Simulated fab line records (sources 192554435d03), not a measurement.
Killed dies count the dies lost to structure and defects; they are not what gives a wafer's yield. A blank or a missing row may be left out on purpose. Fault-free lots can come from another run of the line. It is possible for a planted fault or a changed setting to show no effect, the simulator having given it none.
fab line records    flow n5-finfet    part 2 of 2: steps 18 to 27 of 27
record lots=5  wafers=15  last-day=16
route steps=1938 shown SD_EPI_P@302
lots that met no fault: taken from a fault-free run of the same line
start-h: hours from the record's first day to the start of the lot's first wafer shown    wait-h: how many hours have passed since the lot's step before this one    " repeats the value in the row above    L1.1+2: a row that stands for several wafers    - either no value or no given start    * or withheld: withheld    < > ~ a bound
route shown NAME@n: names a module that has steps shown in the file, with the first one's number in the route    usual: the fault-free wafers' mean and standard deviation    same: alike in all rows    chamber/n: place in a boat    sites: the reading at each site    _std_site: their standard deviation    _edge_site: inner sites' mean taken away from outer sites' mean    radius-mm: for every site, how far away it sits from the centre of the wafer    mask NAME#n: copy n    behind: the last tool/chamber to shape the wafer    hold: cause of the lot's hold/its duration in hours/its outcome    device: whichever transistor did not switch (one of n, p or np)    end of line: the tests these same wafers got at the end of their route    where a step has no rows: the recipe by itself    killed: not the wafer's yield, but the dies lost to structure and defects at the first sort    map: per-die view of a wafer (x killed, . not killed, _ where there is no die)
set.NAME: the setting the step ran with; set.NAME@STEP: the setting that earlier step ran with    model.NAME: the simulator's own value behind a step, which no gauge read
lots seen at some steps along the route; tables by step, rows by wafer
services: the hour from which a tool's chamber was out of use, counted from the record's first day as start-h (under 0 if before that day), plus the number of hours and why
## steps
# step N5_SD_EPI_P_PRECLEAN_51
# recipe chemistry=NF3:NH3  afs-cycles=1  temp-c=30  time-s=20  sublimation-temp-c=180  sublimation-time-s=60  pressure-torr=3  rf-power-w=30
# usual susceptor-temp-C=30.01/0.11
lot.wafer  tool          chamber  start-h  wait-h  susceptor-temp-C
L075.2     epi-rpcvd-03  0        61.92    0.1     30.04
L075.3     "             0        "        "       30.03
L075.6     "             0        "        "       29.93
L078.2     epi-rpcvd-04  0        80.12    0.1     30.10
L078.3     "             0        "        "       30.05
L078.6     "             0        "        "       30.14
L090.1     epi-rpcvd-03  0        150.41   0.0     30.10
L090.4     "             0        "        "       29.95
L090.5     "             0        "        "       29.94
L091.4     epi-rpcvd-03  0        157.28   0.1     30.10
L091.5     "             0        "        "       29.96
L091.6     "             0        "        "       29.93
L093.2     epi-rpcvd-03  0        171.39   0.1     29.66
L093.3     "             0        "        "       29.91
L093.4     "             0        "        "       29.92
# step N5_SD_EPI_P_VAPOR_ETCH_44
# recipe chemistry=NF3/Ar  target=SiGe30  temp-c=25  time-s=3.3  mode=isotropic
# usual susceptor-temp-C=25.01/0.11
lot.wafer  tool          chamber  start-h  wait-h  susceptor-temp-C
L075.2     epi-rpcvd-03  0        62.10    0.1     25.23
L075.3     "             0        "        "       24.98
L075.6     "             0        "        "       25.07
L078.2     epi-rpcvd-04  0        80.30    0.1     25.11
L078.3     "             0        "        "       25.09
L078.6     "             0        "        "       25.07
L090.1     epi-rpcvd-03  0        150.59   0.2     25.08
L090.4     "             0        "        "       25.00
L090.5     "             0        "        "       25.04
L091.4     epi-rpcvd-03  0        157.46   0.1     24.94
L091.5     "             0        "        "       24.71
L091.6     "             0        "        "       24.95
L093.2     epi-rpcvd-03  0        171.63   0.2     25.02
L093.3     "             0        "        "       25.08
L093.4     "             0        "        "       25.09
# step N5_SD_EPI_P_EPI_21
# recipe material=SiGe:B  dopant=B  temp-c=550  pressure-torr=20  ambient=H2  time-s=355
# usual susceptor-temp-C=550.02/0.22  susceptor_temp_C_max=551.0/0.34
lot.wafer  tool          chamber  start-h  wait-h  susceptor-temp-C  susceptor_temp_C_max
L075.2     epi-rpcvd-03  0        62.61    0.5     550.26            551.5
L075.3     "             0        "        "       550.27            551.4
L075.6     "             0        64.05    1.8     550.14            551.6
L078.2     epi-rpcvd-04  0        80.81    0.5     549.98            550.7
L078.3     "             0        "        "       549.43            550.4
L078.6     "             0        82.25    1.8     549.62            550.3
L090.1     epi-rpcvd-03  0        150.77   0.1     550.13            551.5
L090.4     "             0        151.85   1.1     549.99            551.2
L090.5     "             0        "        "       550.47            551.6
L091.4     epi-rpcvd-03  0        158.63   1.1     550.04            551.4
L091.5     "             0        "        "       550.08            551.4
L091.6     "             0        "        "       550.26            551.3
L093.2     epi-rpcvd-03  0        172.31   0.6     550.17            551.3
L093.3     "             0        "        "       550.12            551.1
L093.4     "             0        "        "       550.24            551.3
# step N5_SD_EPI_P_EPI_MEAS_23
# recipe mode=xrd
# usual thk-nm=60.8/1.2
lot.wafer  tool           chamber  start-h  wait-h  thk-nm
L075.2     film-metro-02  -        64.47    1.5     59.5
L075.3     "              -        "        "       59.1
L075.6     "              -        "        "       59.7
L078.2     film-metro-02  -        82.65    1.5     60.8
L078.3     "              -        "        "       61.7
L078.6     "              -        "        "       61.1
L090.1     film-metro-02  -        152.97   1.8     60.0
L090.4     "              -        "        "       60.2
L090.5     "              -        "        "       62.2
L091.4     film-metro-01  -        159.77   0.8     58.8
L091.5     "              -        "        "       62.5
L091.6     "              -        "        "       61.2
L093.2     film-metro-02  -        174.75   2.0     61.8
L093.3     "              -        "        "       60.7
L093.4     "              -        "        "       62.7
# step N5_SD_EPI_P_HM_STRIP_48
# recipe chemistry=H3PO4  temp-c=160  material=SiNx  target=SiNx  target-depth-a=30  overetch-fraction=0.3
# usual temp-c=160.00/0.16
lot.wafer  tool          chamber  start-h  wait-h  temp-c
L075.2     wet-bench-02  2        64.50    0.0     159.95
L075.3     "             3        "        "       160.35
L075.6     "             1        "        "       160.03
L078.2     wet-bench-02  6        82.69    0.0     159.80
L078.3     "             0        "        "       159.78
L078.6     "             4        "        "       159.94
L090.1     wet-bench-04  2        153.00   0.0     160.03
L090.4     "             6        "        "       159.95
L090.5     "             4        "        "       159.99
L091.4     wet-bench-01  6        159.80   0.0     159.81
L091.5     "             5        "        "       159.95
L091.6     "             0        "        "       160.04
L093.2     wet-bench-04  2        174.79   0.0     160.01
L093.3     "             1        "        "       159.87
L093.4     "             6        "        "       159.77
# step N5_SD_EPI_P_SRD_49
# recipe dry=ipa-marangoni  time-s=30  temp-c=23  rinse-liquid=diw
# usual temp-c=22.99/0.11
lot.wafer  tool          chamber  start-h  wait-h  temp-c
L075.2     wet-bench-02  2        64.55    0.0     22.99
L075.3     "             3        "        "       23.08
L075.6     "             1        "        "       23.20
L078.2     wet-bench-02  6        82.74    0.0     22.85
L078.3     "             0        "        "       23.02
L078.6     "             4        "        "       23.06
L090.1     wet-bench-04  2        153.05   0.0     22.91
L090.4     "             6        "        "       23.15
L090.5     "             4        "        "       22.89
L091.4     wet-bench-01  6        159.85   0.0     22.95
L091.5     "             5        "        "       22.99
L091.6     "             0        "        "       23.17
L093.2     wet-bench-04  2        174.84   0.0     23.06
L093.3     "             1        "        "       23.08
L093.4     "             6        "        "       23.10
# step N5_SD_EPI_P_PRECLEAN_24
# recipe chemistry=O3/DIW  time-s=45  temp-c=22  o3-ppm=10
# usual temp-c=21.99/0.1
lot.wafer  tool          chamber  start-h  wait-h  temp-c
L075.2     wet-bench-02  2        64.57    0.0     22.07
L075.3     "             3        "        "       21.99
L075.6     "             1        "        "       21.98
L078.2     wet-bench-02  6        82.76    0.0     21.98
L078.3     "             0        "        "       21.81
L078.6     "             4        "        "       21.96
L090.1     wet-bench-04  2        153.07   0.0     22.09
L090.4     "             6        "        "       22.11
L090.5     "             4        "        "       22.19
L091.4     wet-bench-01  6        159.87   0.0     22.01
L091.5     "             5        "        "       22.06
L091.6     "             0        "        "       21.93
L093.2     wet-bench-04  2        174.86   0.0     21.89
L093.3     "             1        "        "       21.91
L093.4     "             6        "        "       21.99
# step N5_SD_EPI_P_PRECLEAN_32
# recipe chemistry=dHF  time-s=10  dilution=500:1  temp-c=25
# usual temp-c=24.99/0.11
lot.wafer  tool          chamber  start-h  wait-h  temp-c
L075.2     wet-bench-02  2        64.59    0.0     24.94
L075.3     "             3        "        "       24.99
L075.6     "             1        "        "       24.86
L078.2     wet-bench-02  6        82.77    0.0     24.91
L078.3     "             0        "        "       25.19
L078.6     "             4        "        "       25.02
L090.1     wet-bench-04  2        153.09   0.0     24.97
L090.4     "             6        "        "       24.98
L090.5     "             4        "        "       25.07
L091.4     wet-bench-01  6        159.88   0.0     25.14
L091.5     "             5        "        "       25.20
L091.6     "             0        "        "       25.03
L093.2     wet-bench-04  2        174.87   0.0     25.18
L093.3     "             1        "        "       24.90
L093.4     "             6        "        "       25.18
# step N5_SD_EPI_P_PRECLEAN_33
# recipe chemistry=SC2  time-s=45  temp-c=35  mix=1:1:50
# usual temp-c=35.00/0.096
lot.wafer  tool          chamber  start-h  wait-h  temp-c
L075.2     wet-bench-02  2        64.60    0.0     34.90
L075.3     "             3        "        "       35.02
L075.6     "             1        "        "       34.95
L078.2     wet-bench-02  6        82.77    0.0     35.19
L078.3     "             0        "        "       35.02
L078.6     "             4        "        "       35.12
L090.1     wet-bench-04  2        153.09   0.0     35.13
L090.4     "             6        "        "       35.11
L090.5     "             4        "        "       34.88
L091.4     wet-bench-01  6        159.89   0.0     34.81
L091.5     "             5        "        "       35.07
L091.6     "             0        "        "       34.94
L093.2     wet-bench-04  2        174.87   0.0     34.92
L093.3     "             1        "        "       35.15
L093.4     "             6        "        "       34.86
# step N5_SD_EPI_P_SRD_25
# recipe time-s=30  temp-c=23  rinse-liquid=diw  dry=ipa-marangoni
# usual temp-c=22.99/0.11
lot.wafer  tool          chamber  start-h  wait-h  temp-c
L075.2     wet-bench-02  2        64.63    0.0     22.86
L075.3     "             3        "        "       23.22
L075.6     "             1        "        "       22.86
L078.2     wet-bench-02  6        82.78    0.0     23.02
L078.3     "             0        "        "       23.18
L078.6     "             4        "        "       23.04
L090.1     wet-bench-04  2        153.10   0.0     22.79
L090.4     "             6        "        "       22.96
L090.5     "             4        "        "       22.87
L091.4     wet-bench-01  6        159.90   0.0     22.92
L091.5     "             5        "        "       22.88
L091.6     "             0        "        "       22.94
L093.2     wet-bench-04  2        174.88   0.0     22.98
L093.3     "             1        "        "       22.66
L093.4     "             6        "        "       22.98
## services
tool             chamber  start-h  hours  kind
rie-si-04        3        41.10    3.7    repair
plasma-asher-01  -        46.42    2.8    pm
rie-si-01        -        59.69    1.5    repair
epi-rpcvd-03     -        66.04    28.1   pm
rie-diel-03      2        73.19    12.5   repair
epi-rpcvd-04     -        82.61    8.1    pm
rie-diel-03      3        85.72    -      clean
rie-diel-03      3        85.72    -      consumable-replace:focus-ring
rie-diel-03      3        85.72    16.5   scheduled-down
rie-diel-03      3        85.72    16.5   vent-cycle
plasma-asher-01  -        87.39    0.8    repair
rie-diel-02      3        88.48    5.4    repair
epi-rpcvd-03     -        103.40   1.2    repair
epi-rpcvd-03     -        115.03   0.8    repair
rie-si-01        3        121.54   2.4    repair
rie-si-01        0        122.46   1.1    repair
rie-si-04        2        122.89   4.2    repair
rie-diel-01      3        135.89   14.2   repair
rie-diel-02      0        141.71   3.3    repair
rie-diel-03      3        151.46   4.3    repair
wet-bench-02     -        151.51   1.9    repair
rie-si-01        -        157.55   4.3    pm
epi-rpcvd-04     -        163.66   1.0    repair
rie-diel-03      2        170.31   8.0    repair
